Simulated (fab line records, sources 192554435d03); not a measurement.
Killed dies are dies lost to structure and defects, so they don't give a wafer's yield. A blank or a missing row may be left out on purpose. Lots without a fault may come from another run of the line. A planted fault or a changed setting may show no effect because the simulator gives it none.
One fault seen from 2 desks | flow n5_finfet | each desk has only its own numbers; what lay behind them comes last

THE METROLOGY DESK
What the gauges read, lot by lot, whatever tool the lot ran on: means of the sampled wafers that have a number. A lot is out of limits, marked OUT, if its mean lies more than 4 standard deviations from the usual mean; the brackets give that distance. Of its 12 readings 7 are shown: those that lie furthest out on some lot.
Columns: A = M3_THK at N5_BEOL_M3_THK_MEAS_53, usual 39.8 nm; B = M3_RS at N5_BEOL_M3_RS_MEAS_58, usual 0.672 ohm/sq; C = DIBL_N at N5_BEOL_M4_RC_MEAS_101, usual 36.0 mV/V; D = DIBL_P at N5_BEOL_M4_RC_MEAS_101, usual 36.1 mV/V; E = IOFF_N at N5_BEOL_M4_RC_MEAS_101, usual 0.153 nA/um; F = IOFF_P at N5_BEOL_M4_RC_MEAS_101, usual 0.211 nA/um; G = ION_P at N5_BEOL_M4_RC_MEAS_101, usual 463 uA/um
lot  | first seen here | A    | B     | C    | D    | E     | F     | G
L242 | day 7 13:29     | 41.0 | 0.639 | 35.8 | 34.8 | 0.147 | 0.185 | 458
L244 | day 8 08:30     | 37.7 | 0.718 | 37.6 | 34.8 | 0.144 | 0.181 | 453
L245 | day 8 19:35     | 40.1 | 0.658 | 35.8 | 36.9 | 0.156 | 0.192 | 461
L249 | day 10 05:40    | 39.0 | 0.697 | 37.5 | 38.2 | 0.185 | 0.245 | 467
L250 | day 10 09:39    | 39.3 | 0.681 | 34.8 | 35.8 | 0.139 | 0.205 | 466
L254 | day 11 07:28    | 41.0 | 0.649 | 37.8 | 36.9 | 0.166 | 0.239 | 468
L255 | day 11 14:00    | 39.8 | 0.676 | 36.6 | 36.9 | 0.176 | 0.244 | 469
L253 | day 11 15:02    | 42.9 | 0.613 | 36.7 | 37.0 | 0.176 | 0.234 | 466
L256 | day 12 00:13    | 44.8 | 0.583 | 36.9 | 36.2 | 0.144 | 0.199 | 464
This desk's finding: nothing out of limits on any of the 9 lots.

THE TOOL OWNER'S DESK: pecvd-04
The tool's own readings at N5_BEOL_M2_DEP_57 (deposits SiCN from 3MS/NH3, target thk 8 nm, time 14 s): means of the sampled wafers that have a number, for each lot that ran on this tool. A lot is out of limits, marked OUT, if its mean lies more than 4 standard deviations from the usual mean; the brackets give that distance.
Columns: A = rf_fwd_power_W at N5_BEOL_M2_DEP_57, usual 199.9 W; B = showerhead_plenum_p_Torr at N5_BEOL_M2_DEP_57, usual 3.659 Torr; C = showerhead_vpp_V at N5_BEOL_M2_DEP_57, usual 865 V; D = throttle_valve_pct at N5_BEOL_M2_DEP_57, usual 9.1 %
lot  | first seen here | A     | B     | C   | D
L244 | day 7 19:29     | 200.0 | 3.666 | 883 | 8.7
L249 | day 9 04:47     | 200.2 | 3.650 | 884 | 9.2
L254 | day 10 19:05    | 199.9 | 3.654 | 875 | 9.0
L255 | day 11 04:56    | 199.9 | 3.653 | 888 | 9.4
L253 | day 11 07:28    | 199.4 | 3.664 | 866 | 8.8
L256 | day 11 12:31    | 198.8 | 3.663 | 896 | 9.1
This desk's finding: nothing out of limits on any of the 6 lots.

PUT TOGETHER
The metrology desk saw nothing out of limits.
The tool owner's desk saw nothing out of limits.

WHAT THE SIMULATOR HAD PUT IN
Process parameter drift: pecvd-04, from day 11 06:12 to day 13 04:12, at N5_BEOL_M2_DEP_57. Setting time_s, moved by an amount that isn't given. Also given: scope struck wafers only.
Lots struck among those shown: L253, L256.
